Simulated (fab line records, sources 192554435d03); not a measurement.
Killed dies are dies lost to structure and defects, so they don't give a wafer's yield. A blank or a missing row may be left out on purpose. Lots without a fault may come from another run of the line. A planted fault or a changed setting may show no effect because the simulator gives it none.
Which tool did it? + flow n5 finfet + 24 lots with 72 wafers sampled at 2 steps, on a route of 1938 steps

WHAT THE GAUGES READ, wafer by wafer
N5_BEOL_M3_CD_MEAS_28: target cd 25.7 nm, target cd y 23.3 nm.
| lot  | measured     | on        | cd nm (nm)        |
|------|--------------|-----------|-------------------|
| L074 | day 7 13:21  | cd sem-01 | 25.62 25.73 25.65 |
| L075 | day 7 18:22  | cd sem-01 | 25.44 25.68 25.41 |
| L077 | day 7 19:45  | cd sem-02 | 25.77 25.93 25.43 |
| L076 | day 7 21:54  | cd sem-01 | 25.95 25.73 25.64 |
| L079 | day 8 11:35  | cd sem-01 | 25.72 25.55 25.61 |
| L078 | day 8 18:04  | cd sem-02 | 25.41 26.08 25.89 |
| L081 | day 9 11:52  | cd sem-02 | 26.04 25.83 26.01 |
| L080 | day 9 13:34  | cd sem-01 | 25.68 26.02 25.79 |
| L083 | day 9 18:53  | cd sem-01 | 25.89 25.93 26.26 |
| L082 | day 10 09:39 | cd sem-01 | 25.88 25.48 25.36 |
| L084 | day 10 13:06 | cd sem-01 | 26.01 25.82 25.78 |
| L085 | day 10 20:12 | cd sem-02 | 25.52 25.92 25.96 |
| L086 | day 10 20:52 | cd sem-02 | 25.83 25.36 26.28 |
| L087 | day 11 05:28 | cd sem-01 | 25.95 25.86 25.18 |
| L088 | day 11 15:55 | cd sem-03 | 25.81 25.68 26.02 |
| L090 | day 11 23:16 | cd sem-02 | 25.98 25.72 25.87 |
| L089 | day 12 03:10 | cd sem-02 | 25.58 25.65 25.65 |
| L091 | day 12 03:38 | cd sem-01 | 25.66 25.79 25.75 |
| L092 | day 12 12:19 | cd sem-03 | 25.79 26.22 25.77 |
| L093 | day 12 16:52 | cd sem-03 | 26.08 25.93 25.60 |
| L094 | day 12 21:40 | cd sem-02 | 25.95 25.97 25.63 |
| L095 | day 13 08:32 | cd sem-01 | 26.31 25.96 26.05 |
| L096 | day 13 15:12 | cd sem-01 | 25.92 26.25 26.41 |
| L097 | day 13 16:41 | cd sem-03 | 25.61 25.47 25.92 |

N5_BEOL_M3_INSPECT_30: inspects for defects (brightfield).
| lot  | measured     | on                | raw defect count |
|------|--------------|-------------------|------------------|
| L074 | day 7 13:26  | defect inspect-01 | 324 394 293      |
| L075 | day 7 18:28  | defect inspect-01 | 245 410 393      |
| L077 | day 7 19:50  | defect inspect-02 | 478 463 477      |
| L076 | day 7 21:59  | defect inspect-02 | 386 433 233      |
| L079 | day 8 11:41  | defect inspect-01 | 329 321 371      |
| L078 | day 8 18:10  | defect inspect-02 | 391 351 466      |
| L081 | day 9 11:57  | defect inspect-02 | 288 273 271      |
| L080 | day 9 13:39  | defect inspect-02 | 376 440 350      |
| L083 | day 9 18:58  | defect inspect-02 | 355 428 528      |
| L082 | day 10 09:44 | defect inspect-01 | 316 463 327      |
| L084 | day 10 13:11 | defect inspect-01 | 299 402 332      |
| L085 | day 10 20:17 | defect inspect-01 | 357 495 344      |
| L086 | day 10 20:58 | defect inspect-02 | 210 281 321      |
| L087 | day 11 05:33 | defect inspect-01 | 264 334 267      |
| L088 | day 11 16:01 | defect inspect-01 | 396 456 303      |
| L090 | day 11 23:21 | defect inspect-02 | 418 339 441      |
| L089 | day 12 03:15 | defect inspect-02 | 307 278 324      |
| L091 | day 12 03:58 | defect inspect-02 | 404 370 423      |
| L092 | day 12 12:24 | defect inspect-02 | 423 386 683      |
| L093 | day 12 16:58 | defect inspect-02 | 439 333 262      |
| L094 | day 12 21:46 | defect inspect-02 | 373 401 428      |
| L095 | day 13 08:38 | defect inspect-02 | 482 464 556      |
| L096 | day 13 15:17 | defect inspect-02 | 332 295 346      |
| L097 | day 13 16:46 | defect inspect-02 | 442 468 509      |

WHAT TOOL EACH LOT RAN ON (gives the tool, then ch and the chambers of the sampled wafers, and finally the start)
The record holds no process step before these readings.

WHAT THE TOOLS THEMSELVES READ (means of the sampled wafers that have a number; where no wafer has one, the mark that the record gives instead)
The record holds no such reading with a usual standard deviation.

THE ANSWER, worked out from the rows above alone
Rule: what is usual is taken from the lots themselves. Put in order of their means at a reading, lots are off if they are a third of the lots or fewer, leave a main group of 4 or more, and stand apart from it by a gap of 3 or more times the standard deviation of the main group's means; of several such gaps the widest counts. A main group whose means are all the same, to the digits that the tables above print for the reading, isn't used. Also off: a lot with no number at a reading for which 4 or more lots have one. Any other lot the step has rows for is counted as sound. After the gauges, taken in route order, come the tools' own readings; for these a lot's mean is taken, as printed above. The first step at which some lot is off is used, and at that step the reading that is off furthest; a lot without a number counts as furthest.
None of the lots is off at any reading shown; this tells nothing.

WHAT WAS PUT IN BY THE SIMULATOR
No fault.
